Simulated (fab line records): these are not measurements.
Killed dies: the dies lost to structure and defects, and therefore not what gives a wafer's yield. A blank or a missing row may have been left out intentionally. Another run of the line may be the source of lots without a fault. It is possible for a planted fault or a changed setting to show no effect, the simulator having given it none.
Which of the tools did it? / flow n5-finfet / 72 wafers from 24 lots sampled at 6 of the route's 1938 steps

== WHAT THE GAUGES SHOWED, per wafer ==
The record lacks any reading of a measuring or inspecting step that a usual standard deviation could be used to judge.

== WHICH TOOL RAN EACH LOT (tool, then ch and the chambers of the sampled wafers, then the start) ==
lot=L074; N5_BEOL_M7_SURFACE_TREAT_79=pvd-sputter-02, day 8 23:50; N5_BEOL_M7_SPUTTER_48=pvd-sputter-02, day 9 00:01; N5_BEOL_M7_ANNEAL_51=rtp-anneal-01 ch 0, day 9 00:38; N5_BEOL_M8_HM_OPEN_17=rie-metal-02 ch 0,1, day 9 03:45; N5_BEOL_M9_CURE_71=uv-cure-03 ch 1, day 9 09:47; N5_BEOL_M9_HM_DEP_02=pvd-sputter-03, day 9 11:13
lot=L076; N5_BEOL_M7_SURFACE_TREAT_79=pvd-sputter-01, day 9 03:12; N5_BEOL_M7_SPUTTER_48=pvd-sputter-02, day 9 03:22; N5_BEOL_M7_ANNEAL_51=rtp-anneal-01 ch 0, day 9 03:52; N5_BEOL_M8_HM_OPEN_17=rie-metal-01 ch 0,1, day 9 06:42; N5_BEOL_M9_CURE_71=uv-cure-02 ch 0, day 9 11:38; N5_BEOL_M9_HM_DEP_02=pvd-sputter-02, day 9 13:03
lot=L075; N5_BEOL_M7_SURFACE_TREAT_79=pvd-sputter-02, day 9 07:43; N5_BEOL_M7_SPUTTER_48=pvd-sputter-01, day 9 07:55; N5_BEOL_M7_ANNEAL_51=rtp-anneal-01 ch 0, day 9 08:51; N5_BEOL_M8_HM_OPEN_17=rie-metal-02 ch 0,1, day 9 12:03; N5_BEOL_M9_CURE_71=uv-cure-03 ch 1, day 9 17:02; N5_BEOL_M9_HM_DEP_02=pvd-sputter-03, day 9 18:30
lot=L078; N5_BEOL_M7_SURFACE_TREAT_79=pvd-sputter-01, day 10 02:23; N5_BEOL_M7_SPUTTER_48=pvd-sputter-02, day 10 02:36; N5_BEOL_M7_ANNEAL_51=rtp-anneal-02 ch 0, day 10 02:59; N5_BEOL_M8_HM_OPEN_17=rie-metal-01 ch 0,1, day 10 08:11; N5_BEOL_M9_CURE_71=uv-cure-02 ch 1, day 10 12:40; N5_BEOL_M9_HM_DEP_02=pvd-sputter-02, day 10 15:47
lot=L077; N5_BEOL_M7_SURFACE_TREAT_79=pvd-sputter-02, day 10 08:53; N5_BEOL_M7_SPUTTER_48=pvd-sputter-02, day 10 09:25; N5_BEOL_M7_ANNEAL_51=rtp-anneal-02 ch 0, day 10 10:08; N5_BEOL_M8_HM_OPEN_17=rie-metal-03 ch 0,1, day 10 15:01; N5_BEOL_M9_CURE_71=uv-cure-02 ch 2, day 10 21:05; N5_BEOL_M9_HM_DEP_02=pvd-sputter-01, day 10 23:14
lot=L079; N5_BEOL_M7_SURFACE_TREAT_79=pvd-sputter-02, day 10 09:34; N5_BEOL_M7_SPUTTER_48=pvd-sputter-03, day 10 10:20; N5_BEOL_M7_ANNEAL_51=rtp-anneal-02 ch 0, day 10 10:37; N5_BEOL_M8_HM_OPEN_17=rie-metal-03 ch 0,1, day 10 15:27; N5_BEOL_M9_CURE_71=uv-cure-03 ch 1, day 10 22:38; N5_BEOL_M9_HM_DEP_02=pvd-sputter-01, day 11 01:34
lot=L080; N5_BEOL_M7_SURFACE_TREAT_79=pvd-sputter-03, day 11 02:11; N5_BEOL_M7_SPUTTER_48=pvd-sputter-02, day 11 04:21; N5_BEOL_M7_ANNEAL_51=rtp-anneal-02 ch 0, day 11 04:55; N5_BEOL_M8_HM_OPEN_17=rie-metal-01 ch 0,1, day 11 08:55; N5_BEOL_M9_CURE_71=uv-cure-03 ch 0, day 11 12:59; N5_BEOL_M9_HM_DEP_02=pvd-sputter-03, day 11 13:40
lot=L083; N5_BEOL_M7_SURFACE_TREAT_79=pvd-sputter-01, day 11 06:34; N5_BEOL_M7_SPUTTER_48=pvd-sputter-01, day 11 06:46; N5_BEOL_M7_ANNEAL_51=rtp-anneal-02 ch 0, day 11 06:59; N5_BEOL_M8_HM_OPEN_17=rie-metal-01 ch 0,1, day 11 10:35; N5_BEOL_M9_CURE_71=uv-cure-03 ch 1, day 11 14:58; N5_BEOL_M9_HM_DEP_02=pvd-sputter-01, day 11 18:11
lot=L081; N5_BEOL_M7_SURFACE_TREAT_79=pvd-sputter-01, day 11 07:14; N5_BEOL_M7_SPUTTER_48=pvd-sputter-01, day 11 07:31; N5_BEOL_M7_ANNEAL_51=rtp-anneal-02 ch 0, day 11 07:44; N5_BEOL_M8_HM_OPEN_17=rie-metal-01 ch 0,1, day 11 10:40; N5_BEOL_M9_CURE_71=uv-cure-02 ch 1, day 11 17:16; N5_BEOL_M9_HM_DEP_02=pvd-sputter-01, day 11 18:23
lot=L082; N5_BEOL_M7_SURFACE_TREAT_79=pvd-sputter-03, day 11 09:06; N5_BEOL_M7_SPUTTER_48=pvd-sputter-01, day 11 09:26; N5_BEOL_M7_ANNEAL_51=rtp-anneal-01 ch 0, day 11 10:16; N5_BEOL_M8_HM_OPEN_17=rie-metal-01 ch 0,1, day 11 13:38; N5_BEOL_M9_CURE_71=uv-cure-03 ch 0, day 11 21:19; N5_BEOL_M9_HM_DEP_02=pvd-sputter-01, day 11 22:56
lot=L085; N5_BEOL_M7_SURFACE_TREAT_79=pvd-sputter-01, day 11 18:49; N5_BEOL_M7_SPUTTER_48=pvd-sputter-01, day 11 19:01; N5_BEOL_M7_ANNEAL_51=rtp-anneal-01 ch 0, day 11 19:23; N5_BEOL_M8_HM_OPEN_17=rie-metal-01 ch 0, day 11 22:56; N5_BEOL_M9_CURE_71=uv-cure-03 ch 0, day 12 05:47; N5_BEOL_M9_HM_DEP_02=pvd-sputter-01, day 12 06:45
lot=L084; N5_BEOL_M7_SURFACE_TREAT_79=pvd-sputter-03, day 11 19:35; N5_BEOL_M7_SPUTTER_48=pvd-sputter-01, day 11 20:08; N5_BEOL_M7_ANNEAL_51=rtp-anneal-01 ch 0, day 11 20:45; N5_BEOL_M8_HM_OPEN_17=rie-metal-01 ch 0, day 11 23:55; N5_BEOL_M9_CURE_71=uv-cure-02 ch 1, day 12 06:46; N5_BEOL_M9_HM_DEP_02=pvd-sputter-02, day 12 11:05
lot=L086; N5_BEOL_M7_SURFACE_TREAT_79=pvd-sputter-01, day 12 05:50; N5_BEOL_M7_SPUTTER_48=pvd-sputter-01, day 12 06:03; N5_BEOL_M7_ANNEAL_51=rtp-anneal-01 ch 0, day 12 06:36; N5_BEOL_M8_HM_OPEN_17=rie-metal-02 ch 0,1, day 12 12:01; N5_BEOL_M9_CURE_71=uv-cure-03 ch 1, day 12 19:40; N5_BEOL_M9_HM_DEP_02=pvd-sputter-03, day 12 21:44
lot=L088; N5_BEOL_M7_SURFACE_TREAT_79=pvd-sputter-03, day 12 12:35; N5_BEOL_M7_SPUTTER_48=pvd-sputter-03, day 12 13:19; N5_BEOL_M7_ANNEAL_51=rtp-anneal-01 ch 0, day 12 13:40; N5_BEOL_M8_HM_OPEN_17=rie-metal-03 ch 0,1, day 12 17:45; N5_BEOL_M9_CURE_71=uv-cure-02 ch 1, day 12 23:53; N5_BEOL_M9_HM_DEP_02=pvd-sputter-02, day 13 01:41
lot=L087; N5_BEOL_M7_SURFACE_TREAT_79=pvd-sputter-01, day 12 22:32; N5_BEOL_M7_SPUTTER_48=pvd-sputter-03, day 12 22:49; N5_BEOL_M7_ANNEAL_51=rtp-anneal-02 ch 0, day 12 23:07; N5_BEOL_M8_HM_OPEN_17=rie-metal-03 ch 0,1, day 13 02:40; N5_BEOL_M9_CURE_71=uv-cure-01 ch 0, day 13 07:24; N5_BEOL_M9_HM_DEP_02=pvd-sputter-01, day 13 10:37
lot=L090; N5_BEOL_M7_SURFACE_TREAT_79=pvd-sputter-01, day 13 04:52; N5_BEOL_M7_SPUTTER_48=pvd-sputter-03, day 13 05:04; N5_BEOL_M7_ANNEAL_51=rtp-anneal-01 ch 0, day 13 05:22; N5_BEOL_M8_HM_OPEN_17=rie-metal-02 ch 0,1, day 13 08:28; N5_BEOL_M9_CURE_71=uv-cure-02 ch 2, day 13 13:22; N5_BEOL_M9_HM_DEP_02=pvd-sputter-03, day 13 14:25
lot=L092; N5_BEOL_M7_SURFACE_TREAT_79=pvd-sputter-03, day 13 04:56; N5_BEOL_M7_SPUTTER_48=pvd-sputter-02, day 13 05:21; N5_BEOL_M7_ANNEAL_51=rtp-anneal-01 ch 0, day 13 05:41; N5_BEOL_M8_HM_OPEN_17=rie-metal-03 ch 0,1, day 13 09:08; N5_BEOL_M9_CURE_71=uv-cure-01 ch 0, day 13 15:26; N5_BEOL_M9_HM_DEP_02=pvd-sputter-03, day 13 17:34
lot=L089; N5_BEOL_M7_SURFACE_TREAT_79=pvd-sputter-01, day 13 05:20; N5_BEOL_M7_SPUTTER_48=pvd-sputter-01, day 13 05:46; N5_BEOL_M7_ANNEAL_51=rtp-anneal-01 ch 0, day 13 06:17; N5_BEOL_M8_HM_OPEN_17=rie-metal-01 ch 0,1, day 13 09:32; N5_BEOL_M9_CURE_71=uv-cure-01 ch 2, day 13 14:10; N5_BEOL_M9_HM_DEP_02=pvd-sputter-02, day 13 17:20
lot=L091; N5_BEOL_M7_SURFACE_TREAT_79=pvd-sputter-01, day 13 10:49; N5_BEOL_M7_SPUTTER_48=pvd-sputter-01, day 13 11:08; N5_BEOL_M7_ANNEAL_51=rtp-anneal-02 ch 0, day 13 11:20; N5_BEOL_M8_HM_OPEN_17=rie-metal-03 ch 0,1, day 13 14:50; N5_BEOL_M9_CURE_71=uv-cure-03 ch 2, day 13 19:44; N5_BEOL_M9_HM_DEP_02=pvd-sputter-01, day 13 20:55
lot=L093; N5_BEOL_M7_SURFACE_TREAT_79=pvd-sputter-03, day 14 00:38; N5_BEOL_M7_SPUTTER_48=pvd-sputter-03, day 14 00:52; N5_BEOL_M7_ANNEAL_51=rtp-anneal-01 ch 0, day 14 01:08; N5_BEOL_M8_HM_OPEN_17=rie-metal-02 ch 0,1, day 14 08:26; N5_BEOL_M9_CURE_71=uv-cure-02 ch 2, day 14 15:25; N5_BEOL_M9_HM_DEP_02=pvd-sputter-01, day 14 18:36
lot=L095; N5_BEOL_M7_SURFACE_TREAT_79=pvd-sputter-01, day 14 01:13; N5_BEOL_M7_SPUTTER_48=pvd-sputter-02, day 14 01:26; N5_BEOL_M7_ANNEAL_51=rtp-anneal-01 ch 0, day 14 01:48; N5_BEOL_M8_HM_OPEN_17=rie-metal-01 ch 0,1, day 14 08:35; N5_BEOL_M9_CURE_71=uv-cure-01 ch 1, day 14 14:45; N5_BEOL_M9_HM_DEP_02=pvd-sputter-01, day 14 15:22
lot=L094; N5_BEOL_M7_SURFACE_TREAT_79=pvd-sputter-03, day 14 08:10; N5_BEOL_M7_SPUTTER_48=pvd-sputter-02, day 14 08:32; N5_BEOL_M7_ANNEAL_51=rtp-anneal-02 ch 0, day 14 09:11; N5_BEOL_M8_HM_OPEN_17=rie-metal-02 ch 0,1, day 14 12:38; N5_BEOL_M9_CURE_71=uv-cure-01 ch 2, day 14 16:47; N5_BEOL_M9_HM_DEP_02=pvd-sputter-02, day 14 19:01
lot=L097; N5_BEOL_M7_SURFACE_TREAT_79=pvd-sputter-01, day 14 22:39; N5_BEOL_M7_SPUTTER_48=pvd-sputter-03, day 14 23:03; N5_BEOL_M7_ANNEAL_51=rtp-anneal-02 ch 0, day 14 23:26; N5_BEOL_M8_HM_OPEN_17=rie-metal-03 ch 0,1, day 15 02:55; N5_BEOL_M9_CURE_71=uv-cure-01 ch 0, day 15 07:14; N5_BEOL_M9_HM_DEP_02=pvd-sputter-03, day 15 08:05
lot=L096; N5_BEOL_M7_SURFACE_TREAT_79=pvd-sputter-03, day 14 23:54; N5_BEOL_M7_SPUTTER_48=pvd-sputter-01, day 15 01:22; N5_BEOL_M7_ANNEAL_51=rtp-anneal-02 ch 0, day 15 01:35; N5_BEOL_M8_HM_OPEN_17=rie-metal-03 ch 0,1, day 15 04:55; N5_BEOL_M9_CURE_71=uv-cure-03 ch 0, day 15 09:50; N5_BEOL_M9_HM_DEP_02=pvd-sputter-03, day 15 10:57
- N5_BEOL_M7_SURFACE_TREAT_79
- N5_BEOL_M7_SPUTTER_48: material Cu, target thk 10 nm, time 1.667 s.
- N5_BEOL_M7_ANNEAL_51: time 90 s.
- N5_BEOL_M8_HM_OPEN_17: chemistry Cl2/BCl3, target TiN, target depth 20 nm, overetch 6 nm.
- N5_BEOL_M9_CURE_71: cures SiCOH lowk, time 240 s.
- N5_BEOL_M9_HM_DEP_02: deposits TiN, target thk 20 nm.

== WHAT THE TOOLS THEMSELVES READ (means of the sampled wafers that have a number; where no wafer has one, the mark that the record gives instead) ==
N5_BEOL_M7_SPUTTER_48. Usual: susceptor-temp-C -20.00 C, standard deviation 0.12; throttle-valve-pct 29.9 %, standard deviation 1.2.
lot=L074; tool=pvd-sputter-02; susceptor-temp-C (C)=-19.98; throttle-valve-pct (%)=30.6; flag=
lot=L076; tool=pvd-sputter-02; susceptor-temp-C (C)=-19.97; throttle-valve-pct (%)=30.2; flag=
lot=L075; tool=pvd-sputter-01; susceptor-temp-C (C)=-20.04; throttle-valve-pct (%)=30.3; flag=
lot=L078; tool=pvd-sputter-02; susceptor-temp-C (C)=-20.07; throttle-valve-pct (%)=30.7; flag=
lot=L077; tool=pvd-sputter-02; susceptor-temp-C (C)=-19.99; throttle-valve-pct (%)=29.7; flag=
lot=L079; tool=pvd-sputter-03; susceptor-temp-C (C)=-19.99; throttle-valve-pct (%)=29.6; flag=
lot=L080; tool=pvd-sputter-02; susceptor-temp-C (C)=-19.93; throttle-valve-pct (%)=30.2; flag=
lot=L083; tool=pvd-sputter-01; susceptor-temp-C (C)=-20.11; throttle-valve-pct (%)=29.8; flag=
lot=L081; tool=pvd-sputter-01; susceptor-temp-C (C)=-20.00; throttle-valve-pct (%)=30.2; flag=
lot=L082; tool=pvd-sputter-01; susceptor-temp-C (C)=-19.93; throttle-valve-pct (%)=29.7; flag=
lot=L085; tool=pvd-sputter-01; susceptor-temp-C (C)=-19.97; throttle-valve-pct (%)=29.7; flag=
lot=L084; tool=pvd-sputter-01; susceptor-temp-C (C)=-19.90; throttle-valve-pct (%)=30.3; flag=
lot=L086; tool=pvd-sputter-01; susceptor-temp-C (C)=-20.00; throttle-valve-pct (%)=30.8; flag=
lot=L088; tool=pvd-sputter-03; susceptor-temp-C (C)=-19.93; throttle-valve-pct (%)=30.1; flag=
lot=L087; tool=pvd-sputter-03; susceptor-temp-C (C)=-20.06; throttle-valve-pct (%)=29.4; flag=
lot=L090; tool=pvd-sputter-03; susceptor-temp-C (C)=-19.91; throttle-valve-pct (%)=30.1; flag=
lot=L092; tool=pvd-sputter-02; susceptor-temp-C (C)=-19.96; throttle-valve-pct (%)=31.1; flag=
lot=L089; tool=pvd-sputter-01; susceptor-temp-C (C)=-19.94; throttle-valve-pct (%)=30.1; flag=
lot=L091; tool=pvd-sputter-01; susceptor-temp-C (C)=-20.03; throttle-valve-pct (%)=31.1; flag=
lot=L093; tool=pvd-sputter-03; susceptor-temp-C (C)=-19.92; throttle-valve-pct (%)=29.5; flag=
lot=L095; tool=pvd-sputter-02; susceptor-temp-C (C)=-19.98; throttle-valve-pct (%)=29.4; flag=
lot=L094; tool=pvd-sputter-02; susceptor-temp-C (C)=-20.08; throttle-valve-pct (%)=29.1; flag=
lot=L097; tool=pvd-sputter-03; susceptor-temp-C (C)=-20.15; throttle-valve-pct (%)=29.4; flag=
lot=L096; tool=pvd-sputter-01; susceptor-temp-C (C)=-20.03; throttle-valve-pct (%)=30.3; flag=

N5_BEOL_M7_ANNEAL_51. Usual: wafer_temp_C_max 225.83, standard deviation 0.2.
lot=L074 tool=rtp-anneal-01 wafer_temp_C_max=225.84 flag=
lot=L076 tool=rtp-anneal-01 wafer_temp_C_max=226.03 flag=
lot=L075 tool=rtp-anneal-01 wafer_temp_C_max=225.95 flag=
lot=L078 tool=rtp-anneal-02 wafer_temp_C_max=225.75 flag=
lot=L077 tool=rtp-anneal-02 wafer_temp_C_max=225.69 flag=
lot=L079 tool=rtp-anneal-02 wafer_temp_C_max=225.80 flag=
lot=L080 tool=rtp-anneal-02 wafer_temp_C_max=225.80 flag=
lot=L083 tool=rtp-anneal-02 wafer_temp_C_max=225.79 flag=
lot=L081 tool=rtp-anneal-02 wafer_temp_C_max=225.67 flag=
lot=L082 tool=rtp-anneal-01 wafer_temp_C_max=225.70 flag=
lot=L085 tool=rtp-anneal-01 wafer_temp_C_max=225.84 flag=
lot=L084 tool=rtp-anneal-01 wafer_temp_C_max=225.94 flag=
lot=L086 tool=rtp-anneal-01 wafer_temp_C_max=225.74 flag=
lot=L088 tool=rtp-anneal-01 wafer_temp_C_max=225.99 flag=
lot=L087 tool=rtp-anneal-02 wafer_temp_C_max=225.69 flag=
lot=L090 tool=rtp-anneal-01 wafer_temp_C_max=225.96 flag=
lot=L092 tool=rtp-anneal-01 wafer_temp_C_max=225.98 flag=
lot=L089 tool=rtp-anneal-01 wafer_temp_C_max=225.74 flag=
lot=L091 tool=rtp-anneal-02 wafer_temp_C_max=225.80 flag=
lot=L093 tool=rtp-anneal-01 wafer_temp_C_max=225.95 flag=
lot=L095 tool=rtp-anneal-01 wafer_temp_C_max=225.71 flag=
lot=L094 tool=rtp-anneal-02 wafer_temp_C_max=225.62 flag=
lot=L097 tool=rtp-anneal-02 wafer_temp_C_max=225.55 flag=
lot=L096 tool=rtp-anneal-02 wafer_temp_C_max=225.63 flag=

N5_BEOL_M8_HM_OPEN_17. Usual: drypump-motor-current-A 5.6 A, standard deviation 0.37; oes-product-au 0.72 a.u., standard deviation 0.037; throttle-valve-pct 22.25 %, standard deviation 0.18.
lot=L074; tool=rie-metal-02; drypump-motor-current-A (A)=5.5; oes-product-au (a.u.)=0.68; throttle-valve-pct (%)=22.15; flag=
lot=L076; tool=rie-metal-01; drypump-motor-current-A (A)=5.8; oes-product-au (a.u.)=0.75; throttle-valve-pct (%)=22.30; flag=
lot=L075; tool=rie-metal-02; drypump-motor-current-A (A)=5.5; oes-product-au (a.u.)=0.69; throttle-valve-pct (%)=22.14; flag=
lot=L078; tool=rie-metal-01; drypump-motor-current-A (A)=5.8; oes-product-au (a.u.)=0.74; throttle-valve-pct (%)=22.30; flag=
lot=L077; tool=rie-metal-03; drypump-motor-current-A (A)=5.4; oes-product-au (a.u.)=0.75; throttle-valve-pct (%)=22.41; flag=
lot=L079; tool=rie-metal-03; drypump-motor-current-A (A)=5.4; oes-product-au (a.u.)=0.75; throttle-valve-pct (%)=22.41; flag=
lot=L080; tool=rie-metal-01; drypump-motor-current-A (A)=5.8; oes-product-au (a.u.)=0.73; throttle-valve-pct (%)=22.31; flag=
lot=L083; tool=rie-metal-01; drypump-motor-current-A (A)=6.1; oes-product-au (a.u.)=0.73; throttle-valve-pct (%)=22.19; flag=
lot=L081; tool=rie-metal-01; drypump-motor-current-A (A)=5.8; oes-product-au (a.u.)=0.74; throttle-valve-pct (%)=22.30; flag=
lot=L082; tool=rie-metal-01; drypump-motor-current-A (A)=5.8; oes-product-au (a.u.)=0.72; throttle-valve-pct (%)=22.31; flag=
lot=L085; tool=rie-metal-01; drypump-motor-current-A (A)=6.2; oes-product-au (a.u.)=0.72; throttle-valve-pct (%)=22.06; flag=
lot=L084; tool=rie-metal-01; drypump-motor-current-A (A)=6.2; oes-product-au (a.u.)=0.72; throttle-valve-pct (%)=22.05; flag=
lot=L086; tool=rie-metal-02; drypump-motor-current-A (A)=5.5; oes-product-au (a.u.)=0.65; throttle-valve-pct (%)=22.20; flag=
lot=L088; tool=rie-metal-03; drypump-motor-current-A (A)=5.3; oes-product-au (a.u.)=0.75; throttle-valve-pct (%)=22.27; flag=
lot=L087; tool=rie-metal-03; drypump-motor-current-A (A)=5.4; oes-product-au (a.u.)=0.73; throttle-valve-pct (%)=22.41; flag=
lot=L090; tool=rie-metal-02; drypump-motor-current-A (A)=5.5; oes-product-au (a.u.)=0.67; throttle-valve-pct (%)=22.23; flag=
lot=L092; tool=rie-metal-03; drypump-motor-current-A (A)=5.3; oes-product-au (a.u.)=0.73; throttle-valve-pct (%)=22.30; flag=
lot=L089; tool=rie-metal-01; drypump-motor-current-A (A)=5.8; oes-product-au (a.u.)=0.71; throttle-valve-pct (%)=22.33; flag=
lot=L091; tool=rie-metal-03; drypump-motor-current-A (A)=5.3; oes-product-au (a.u.)=0.74; throttle-valve-pct (%)=22.29; flag=
lot=L093; tool=rie-metal-02; drypump-motor-current-A (A)=5.5; oes-product-au (a.u.)=0.67; throttle-valve-pct (%)=22.22; flag=
lot=L095; tool=rie-metal-01; drypump-motor-current-A (A)=6.0; oes-product-au (a.u.)=0.70; throttle-valve-pct (%)=22.19; flag=
lot=L094; tool=rie-metal-02; drypump-motor-current-A (A)=5.5; oes-product-au (a.u.)=0.65; throttle-valve-pct (%)=22.18; flag=
lot=L097; tool=rie-metal-03; drypump-motor-current-A (A)=5.5; oes-product-au (a.u.)=0.72; throttle-valve-pct (%)=22.40; flag=
lot=L096; tool=rie-metal-03; drypump-motor-current-A (A)=5.4; oes-product-au (a.u.)=0.71; throttle-valve-pct (%)=22.44; flag=

N5_BEOL_M9_CURE_71. Usual: lamp-power-pct 52.31 %, standard deviation 0.057; wafer_temp_C_max 386.8, standard deviation 0.56.
lot=L074; tool=uv-cure-03; lamp-power-pct (%)=52.35; wafer_temp_C_max=387.0; flag=
lot=L076; tool=uv-cure-02; lamp-power-pct (%)=52.33; wafer_temp_C_max=386.9; flag=
lot=L075; tool=uv-cure-03; lamp-power-pct (%)=52.32; wafer_temp_C_max=387.2; flag=
lot=L078; tool=uv-cure-02; lamp-power-pct (%)=52.22; wafer_temp_C_max=386.7; flag=
lot=L077; tool=uv-cure-02; lamp-power-pct (%)=52.27; wafer_temp_C_max=386.2; flag=
lot=L079; tool=uv-cure-03; lamp-power-pct (%)=52.32; wafer_temp_C_max=386.8; flag=
lot=L080; tool=uv-cure-03; lamp-power-pct (%)=52.31; wafer_temp_C_max=387.3; flag=
lot=L083; tool=uv-cure-03; lamp-power-pct (%)=52.34; wafer_temp_C_max=387.6; flag=
lot=L081; tool=uv-cure-02; lamp-power-pct (%)=52.35; wafer_temp_C_max=386.9; flag=
lot=L082; tool=uv-cure-03; lamp-power-pct (%)=52.32; wafer_temp_C_max=387.6; flag=
lot=L085; tool=uv-cure-03; lamp-power-pct (%)=52.30; wafer_temp_C_max=387.5; flag=
lot=L084; tool=uv-cure-02; lamp-power-pct (%)=52.33; wafer_temp_C_max=386.8; flag=
lot=L086; tool=uv-cure-03; lamp-power-pct (%)=52.30; wafer_temp_C_max=387.1; flag=
lot=L088; tool=uv-cure-02; lamp-power-pct (%)=52.37; wafer_temp_C_max=386.9; flag=
lot=L087; tool=uv-cure-01; lamp-power-pct (%)=52.27; wafer_temp_C_max=386.1; flag=
lot=L090; tool=uv-cure-02; lamp-power-pct (%)=52.32; wafer_temp_C_max=386.4; flag=
lot=L092; tool=uv-cure-01; lamp-power-pct (%)=52.29; wafer_temp_C_max=386.3; flag=
lot=L089; tool=uv-cure-01; lamp-power-pct (%)=52.29; wafer_temp_C_max=387.0; flag=
lot=L091; tool=uv-cure-03; lamp-power-pct (%)=52.33; wafer_temp_C_max=386.9; flag=
lot=L093; tool=uv-cure-02; lamp-power-pct (%)=52.30; wafer_temp_C_max=386.1; flag=
lot=L095; tool=uv-cure-01; lamp-power-pct (%)=52.30; wafer_temp_C_max=386.1; flag=
lot=L094; tool=uv-cure-01; lamp-power-pct (%)=52.34; wafer_temp_C_max=386.7; flag=
lot=L097; tool=uv-cure-01; lamp-power-pct (%)=52.27; wafer_temp_C_max=386.2; flag=
lot=L096; tool=uv-cure-03; lamp-power-pct (%)=52.29; wafer_temp_C_max=387.3; flag=

N5_BEOL_M9_HM_DEP_02. Usual: susceptor-temp-C 25.02 C, standard deviation 0.11; throttle-valve-pct 29.9 %, standard deviation 1.1.
lot=L074; tool=pvd-sputter-03; susceptor-temp-C (C)=24.88; throttle-valve-pct (%)=29.5; flag=
lot=L076; tool=pvd-sputter-02; susceptor-temp-C (C)=24.98; throttle-valve-pct (%)=29.2; flag=
lot=L075; tool=pvd-sputter-03; susceptor-temp-C (C)=25.05; throttle-valve-pct (%)=29.5; flag=
lot=L078; tool=pvd-sputter-02; susceptor-temp-C (C)=24.93; throttle-valve-pct (%)=30.2; flag=
lot=L077; tool=pvd-sputter-01; susceptor-temp-C (C)=25.06; throttle-valve-pct (%)=30.8; flag=
lot=L079; tool=pvd-sputter-01; susceptor-temp-C (C)=25.02; throttle-valve-pct (%)=29.7; flag=
lot=L080; tool=pvd-sputter-03; susceptor-temp-C (C)=25.02; throttle-valve-pct (%)=29.1; flag=
lot=L083; tool=pvd-sputter-01; susceptor-temp-C (C)=25.04; throttle-valve-pct (%)=29.9; flag=
lot=L081; tool=pvd-sputter-01; susceptor-temp-C (C)=25.02; throttle-valve-pct (%)=29.9; flag=
lot=L082; tool=pvd-sputter-01; susceptor-temp-C (C)=25.05; throttle-valve-pct (%)=30.3; flag=
lot=L085; tool=pvd-sputter-01; susceptor-temp-C (C)=25.08; throttle-valve-pct (%)=29.1; flag=
lot=L084; tool=pvd-sputter-02; susceptor-temp-C (C)=24.99; throttle-valve-pct (%)=29.7; flag=
lot=L086; tool=pvd-sputter-03; susceptor-temp-C (C)=24.99; throttle-valve-pct (%)=29.1; flag=
lot=L088; tool=pvd-sputter-02; susceptor-temp-C (C)=24.96; throttle-valve-pct (%)=30.1; flag=
lot=L087; tool=pvd-sputter-01; susceptor-temp-C (C)=25.02; throttle-valve-pct (%)=30.8; flag=
lot=L090; tool=pvd-sputter-03; susceptor-temp-C (C)=24.96; throttle-valve-pct (%)=29.9; flag=
lot=L092; tool=pvd-sputter-03; susceptor-temp-C (C)=24.97; throttle-valve-pct (%)=29.4; flag=
lot=L089; tool=pvd-sputter-02; susceptor-temp-C (C)=25.01; throttle-valve-pct (%)=29.2; flag=
lot=L091; tool=pvd-sputter-01; susceptor-temp-C (C)=24.96; throttle-valve-pct (%)=29.7; flag=
lot=L093; tool=pvd-sputter-01; susceptor-temp-C (C)=24.92; throttle-valve-pct (%)=30.9; flag=
lot=L095; tool=pvd-sputter-01; susceptor-temp-C (C)=25.01; throttle-valve-pct (%)=29.8; flag=
lot=L094; tool=pvd-sputter-02; susceptor-temp-C (C)=25.09; throttle-valve-pct (%)=31.1; flag=
lot=L097; tool=pvd-sputter-03; susceptor-temp-C (C)=25.08; throttle-valve-pct (%)=29.4; flag=
lot=L096; tool=pvd-sputter-03; susceptor-temp-C (C)=25.00; throttle-valve-pct (%)=29.7; flag=

== THE ANSWER, worked out from the rows above alone ==
Rule: take the mean of a lot's wafers that have a number; if it is more than 3 standard deviations from the usual mean, the lot is off. A lot without any number at a reading at which 4 lots or more have one is off too. Where the step has rows for the other lots, those lots are counted as sound. Order of review: gauges by route order, followed by the tools' own readings, for which a lot's mean as printed above is used. The first step at which some lot is off is used, and at that step the reading that is off furthest; a lot without a number counts as furthest.
None of the lots is off at any reading shown; this tells nothing.

== WHAT THE SIMULATOR HAD PUT IN ==
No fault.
